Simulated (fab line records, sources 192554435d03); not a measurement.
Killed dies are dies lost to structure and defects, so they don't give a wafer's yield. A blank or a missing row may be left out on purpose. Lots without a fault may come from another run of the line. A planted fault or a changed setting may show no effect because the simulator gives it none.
Which tool did it? | flow n5_finfet | 24 lots, 72 wafers sampled, at 5 steps of a route of 1938

WHAT THE GAUGES READ, wafer by wafer
N5_BEOL_M3_THK_MEAS_53: measures by xrf.
lot  | measured     | on            | M3_THK (nm)
L074 | day 7 09:17  | film_metro-01 | 40.6 41.1 39.1
L075 | day 7 09:31  | film_metro-02 | 37.6 44.7 39.6
L076 | day 7 19:35  | film_metro-01 | 38.1 36.1 39.1
L077 | day 8 07:14  | film_metro-01 | 42.7 41.1 42.0
L078 | day 8 13:55  | film_metro-01 | 40.9 40.0 44.8
L080 | day 8 22:59  | film_metro-02 | 41.2 38.8 37.9
L079 | day 9 00:07  | film_metro-01 | 40.8 41.2 43.3
L081 | day 9 03:23  | film_metro-02 | 38.2 38.9 40.6
L082 | day 9 16:38  | film_metro-01 | 36.4 39.4 37.9
L083 | day 9 20:17  | film_metro-02 | 38.5 39.6 39.2
L084 | day 9 22:22  | film_metro-01 | 36.9 38.7 39.0
L085 | day 10 09:14 | film_metro-01 | 42.1 36.8 42.6
L086 | day 10 12:32 | film_metro-02 | 40.0 41.2 39.0
L087 | day 11 00:59 | film_metro-01 | 36.1 39.7 40.9
L088 | day 11 04:11 | film_metro-02 | 39.3 40.1 44.0
L090 | day 12 10:44 | film_metro-02 | 41.1 42.4 41.4
L089 | day 11 23:07 | film_metro-02 | 41.4 36.7 41.5
L091 | day 12 11:43 | film_metro-02 | 42.3 41.2 41.9
L092 | day 12 11:59 | film_metro-02 | 39.2 38.8 40.5
L093 | day 12 13:04 | film_metro-01 | 39.5 39.7 42.6
L094 | day 13 01:53 | film_metro-01 | 38.6 38.6 40.4
L095 | day 13 07:20 | film_metro-01 | 35.8 39.0 38.1
L097 | day 13 11:07 | film_metro-01 | 40.8 41.6 40.6
L096 | day 13 15:23 | film_metro-02 | 40.4 36.3 41.5

WHICH TOOL RAN EACH LOT (tool, then ch and the chambers of the sampled wafers, then the start)
lot  | N5_BEOL_M3_ETCHBACK_99             | N5_BEOL_M3_ANNEAL_80         | N5_BEOL_M3_SPUTTER_90        | N5_BEOL_M3_ANNEAL_91
L074 | rie_diel-02 ch 2,3, day 7 05:29    | pvd_sputter-01, day 7 07:02  | pvd_sputter-01, day 7 07:50  | pvd_sputter-01, day 7 07:55
L075 | rie_diel-06 ch 0,1,2, day 7 05:34  | pvd_sputter-03, day 7 07:16  | pvd_sputter-03, day 7 08:04  | pvd_sputter-03, day 7 08:08
L076 | rie_diel-02 ch 1,2,3, day 7 14:51  | pvd_sputter-03, day 7 17:20  | pvd_sputter-03, day 7 18:08  | pvd_sputter-03, day 7 18:13
L077 | rie_diel-02 ch 1,2,3, day 8 01:31  | pvd_sputter-02, day 8 04:51  | pvd_sputter-02, day 8 05:43  | pvd_sputter-02, day 8 05:48
L078 | rie_diel-02 ch 1,2,3, day 8 06:34  | pvd_sputter-01, day 8 11:39  | pvd_sputter-01, day 8 12:27  | pvd_sputter-01, day 8 12:32
L080 | rie_diel-04 ch 0,1, day 8 18:17    | pvd_sputter-02, day 8 20:10  | pvd_sputter-02, day 8 20:58  | pvd_sputter-02, day 8 21:03
L079 | rie_diel-06 ch 1,2,3, day 8 18:20  | pvd_sputter-01, day 8 21:52  | pvd_sputter-01, day 8 22:40  | pvd_sputter-01, day 8 22:45
L081 | rie_diel-02 ch 2,3, day 8 21:25    | pvd_sputter-02, day 9 00:49  | pvd_sputter-02, day 9 01:37  | pvd_sputter-02, day 9 01:41
L082 | rie_diel-02 ch 0,3, day 9 12:44    | pvd_sputter-03, day 9 14:23  | pvd_sputter-03, day 9 15:11  | pvd_sputter-03, day 9 15:16
L083 | rie_diel-02 ch 0,1,3, day 9 15:57  | pvd_sputter-02, day 9 18:02  | pvd_sputter-02, day 9 18:50  | pvd_sputter-02, day 9 18:55
L084 | rie_diel-06 ch 0,3, day 9 15:59    | pvd_sputter-02, day 9 19:58  | pvd_sputter-02, day 9 20:46  | pvd_sputter-02, day 9 20:50
L085 | rie_diel-02 ch 0,1,3, day 10 05:17 | pvd_sputter-03, day 10 06:59 | pvd_sputter-03, day 10 07:47 | pvd_sputter-03, day 10 07:52
L086 | rie_diel-06 ch 0,1, day 10 08:16   | pvd_sputter-02, day 10 10:17 | pvd_sputter-02, day 10 11:05 | pvd_sputter-02, day 10 11:10
L087 | rie_diel-06 ch 0,1, day 10 18:36   | pvd_sputter-01, day 10 22:40 | pvd_sputter-01, day 10 23:28 | pvd_sputter-01, day 10 23:32
L088 | rie_diel-06 ch 0,1,3, day 10 23:47 | pvd_sputter-01, day 11 01:30 | pvd_sputter-01, day 11 02:18 | pvd_sputter-01, day 11 02:23
L090 | rie_diel-02 ch 1,3, day 11 05:38   | pvd_sputter-01, day 11 07:50 | pvd_sputter-01, day 12 05:22 | pvd_sputter-01, day 12 05:27
L089 | rie_diel-02 ch 0,1,2, day 11 19:23 | pvd_sputter-03, day 11 20:52 | pvd_sputter-03, day 11 21:40 | pvd_sputter-03, day 11 21:45
L091 | rie_diel-02 ch 0,2,3, day 12 04:07 | pvd_sputter-03, day 12 05:38 | pvd_sputter-03, day 12 06:32 | pvd_sputter-03, day 12 06:38
L092 | rie_diel-04 ch 0,1,3, day 12 04:10 | pvd_sputter-01, day 12 06:27 | pvd_sputter-01, day 12 07:15 | pvd_sputter-01, day 12 07:20
L093 | rie_diel-04 ch 1,2, day 12 05:53   | pvd_sputter-03, day 12 07:55 | pvd_sputter-03, day 12 08:49 | pvd_sputter-03, day 12 08:54
L094 | rie_diel-06 ch 2,3, day 12 20:03   | pvd_sputter-01, day 12 22:08 | pvd_sputter-01, day 12 22:56 | pvd_sputter-01, day 12 23:01
L095 | rie_diel-04 ch 0,3, day 13 01:29   | pvd_sputter-02, day 13 03:20 | pvd_sputter-02, day 13 04:08 | pvd_sputter-02, day 13 04:13
L097 | rie_diel-02 ch 0,2,3, day 13 04:33 | pvd_sputter-01, day 13 08:31 | pvd_sputter-01, day 13 09:19 | pvd_sputter-01, day 13 09:24
L096 | rie_diel-06 ch 0,1,2, day 13 09:44 | pvd_sputter-02, day 13 13:08 | pvd_sputter-02, day 13 13:56 | pvd_sputter-02, day 13 14:01
- N5_BEOL_M3_ETCHBACK_99: etches SiO2 in CHF3, target depth 5 nm, time 10.4 s.
- N5_BEOL_M3_ANNEAL_80: time 240 s.
- N5_BEOL_M3_SPUTTER_90: material Cu, target thk 4.5 nm, time 8.29 s.
- N5_BEOL_M3_ANNEAL_91: time 240 s.

WHAT THE TOOLS THEMSELVES READ (means of the sampled wafers that have a number; where no wafer has one, the mark that the record gives instead)
N5_BEOL_M3_ETCHBACK_99.
lot  | tool        | drypump_motor_current_A (A) | oes_product_au (a.u.) | rf_vpp_V (V) | showerhead_plenum_p_Torr (Torr) | throttle_valve_pct (%)
L074 | rie_diel-02 | 6.4                         | 0.72                  | 232          | 2.12                            | 17.13
L075 | rie_diel-06 | 5.8                         | 0.82                  | 240          | 2.18                            | 17.03
L076 | rie_diel-02 | 5.9                         | 0.72                  | 238          | 2.13                            | 16.99
L077 | rie_diel-02 | 6.0                         | 0.71                  | 238          | 2.13                            | 17.00
L078 | rie_diel-02 | 5.9                         | 0.71                  | 237          | 2.13                            | 17.00
L080 | rie_diel-04 | 5.9                         | 0.73                  | 238          | 2.23                            | 16.92
L079 | rie_diel-06 | 5.6                         | 0.81                  | 235          | 2.11                            | 16.93
L081 | rie_diel-02 | 6.4                         | 0.71                  | 231          | 2.12                            | 17.14
L082 | rie_diel-02 | 6.4                         | 0.87                  | 238          | 2.17                            | 16.78
L083 | rie_diel-02 | 6.0                         | 0.78                  | 240          | 2.17                            | 16.85
L084 | rie_diel-06 | 5.4                         | 0.72                  | 239          | 2.09                            | 17.05
L085 | rie_diel-02 | 6.0                         | 0.78                  | 242          | 2.17                            | 16.84
L086 | rie_diel-06 | 5.6                         | 0.78                  | 241          | 2.19                            | 16.89
L087 | rie_diel-06 | 5.7                         | 0.74                  | 244          | 2.20                            | 17.10
L088 | rie_diel-06 | 5.5                         | 0.74                  | 240          | 2.14                            | 16.98
L090 | rie_diel-02 | 5.5                         | 0.68                  | 244          | 2.17                            | 16.92
L089 | rie_diel-02 | 5.9                         | 0.78                  | 240          | 2.14                            | 16.85
L091 | rie_diel-02 | 6.4                         | 0.78                  | 234          | 2.12                            | 16.98
L092 | rie_diel-04 | 5.8                         | 0.80                  | 238          | 2.24                            | 16.91
L093 | rie_diel-04 | 5.8                         | 0.69                  | 240          | 2.20                            | 16.90
L094 | rie_diel-06 | 5.8                         | 0.80                  | 234          | 2.08                            | 17.16
L095 | rie_diel-04 | 5.7                         | 0.88                  | 237          | 2.27                            | 16.86
L097 | rie_diel-02 | 6.4                         | 0.76                  | 234          | 2.12                            | 17.00
L096 | rie_diel-06 | 5.8                         | 0.78                  | 240          | 2.16                            | 17.09

N5_BEOL_M3_ANNEAL_80.
lot  | tool           | heater_power_w (W)
L074 | pvd_sputter-01 | 980
L075 | pvd_sputter-03 | 903
L076 | pvd_sputter-03 | 962
L077 | pvd_sputter-02 | 810
L078 | pvd_sputter-01 | 937
L080 | pvd_sputter-02 | 789
L079 | pvd_sputter-01 | 974
L081 | pvd_sputter-02 | 860
L082 | pvd_sputter-03 | 835
L083 | pvd_sputter-02 | 950
L084 | pvd_sputter-02 | 895
L085 | pvd_sputter-03 | 870
L086 | pvd_sputter-02 | 952
L087 | pvd_sputter-01 | 991
L088 | pvd_sputter-01 | 919
L090 | pvd_sputter-01 | 936
L089 | pvd_sputter-03 | 861
L091 | pvd_sputter-03 | 967
L092 | pvd_sputter-01 | 975
L093 | pvd_sputter-03 | 837
L094 | pvd_sputter-01 | 967
L095 | pvd_sputter-02 | 850
L097 | pvd_sputter-01 | 948
L096 | pvd_sputter-02 | 946

N5_BEOL_M3_SPUTTER_90.
lot  | tool           | throttle_valve_pct (%)
L074 | pvd_sputter-01 | 29.7
L075 | pvd_sputter-03 | 30.2
L076 | pvd_sputter-03 | 30.5
L077 | pvd_sputter-02 | 29.9
L078 | pvd_sputter-01 | 29.0
L080 | pvd_sputter-02 | 29.9
L079 | pvd_sputter-01 | 29.7
L081 | pvd_sputter-02 | 30.0
L082 | pvd_sputter-03 | 30.2
L083 | pvd_sputter-02 | 29.9
L084 | pvd_sputter-02 | 29.7
L085 | pvd_sputter-03 | 30.0
L086 | pvd_sputter-02 | 29.7
L087 | pvd_sputter-01 | 30.2
L088 | pvd_sputter-01 | 29.3
L090 | pvd_sputter-01 | 29.0
L089 | pvd_sputter-03 | 30.6
L091 | pvd_sputter-03 | 30.7
L092 | pvd_sputter-01 | 29.8
L093 | pvd_sputter-03 | 30.4
L094 | pvd_sputter-01 | 29.8
L095 | pvd_sputter-02 | 30.1
L097 | pvd_sputter-01 | 29.0
L096 | pvd_sputter-02 | 30.0

N5_BEOL_M3_ANNEAL_91.
lot  | tool           | heater_power_w (W)
L074 | pvd_sputter-01 | 994
L075 | pvd_sputter-03 | 913
L076 | pvd_sputter-03 | 979
L077 | pvd_sputter-02 | 805
L078 | pvd_sputter-01 | 926
L080 | pvd_sputter-02 | 803
L079 | pvd_sputter-01 | 996
L081 | pvd_sputter-02 | 868
L082 | pvd_sputter-03 | 826
L083 | pvd_sputter-02 | 953
L084 | pvd_sputter-02 | 905
L085 | pvd_sputter-03 | 889
L086 | pvd_sputter-02 | 934
L087 | pvd_sputter-01 | 987
L088 | pvd_sputter-01 | 921
L090 | pvd_sputter-01 | 928
L089 | pvd_sputter-03 | 859
L091 | pvd_sputter-03 | 978
L092 | pvd_sputter-01 | 970
L093 | pvd_sputter-03 | 822
L094 | pvd_sputter-01 | 978
L095 | pvd_sputter-02 | 861
L097 | pvd_sputter-01 | 934
L096 | pvd_sputter-02 | 951

THE ANSWER, worked out from the rows above alone
Rule: what is usual is taken from the lots themselves. Put in order of their means at a reading, lots are off if they are a third of the lots or fewer, leave a main group of 4 or more, and stand apart from it by a gap of 3 or more times the standard deviation of the main group's means; of several such gaps the widest counts. A main group whose means are all the same, to the digits that the tables above print for the reading, isn't used. A lot without any number at a reading at which 4 lots or more have one is off too. The other lots that the step has rows for count as sound. The gauges are gone through in route order, then the tools' own readings, and for those a lot's mean is taken as printed above. The first step at which some lot is off is used, and at that step the reading that is off furthest; a lot without a number counts as furthest.
No lot is off at any reading shown: from this, nothing can be told.

WHAT THE SIMULATOR HAD PUT IN
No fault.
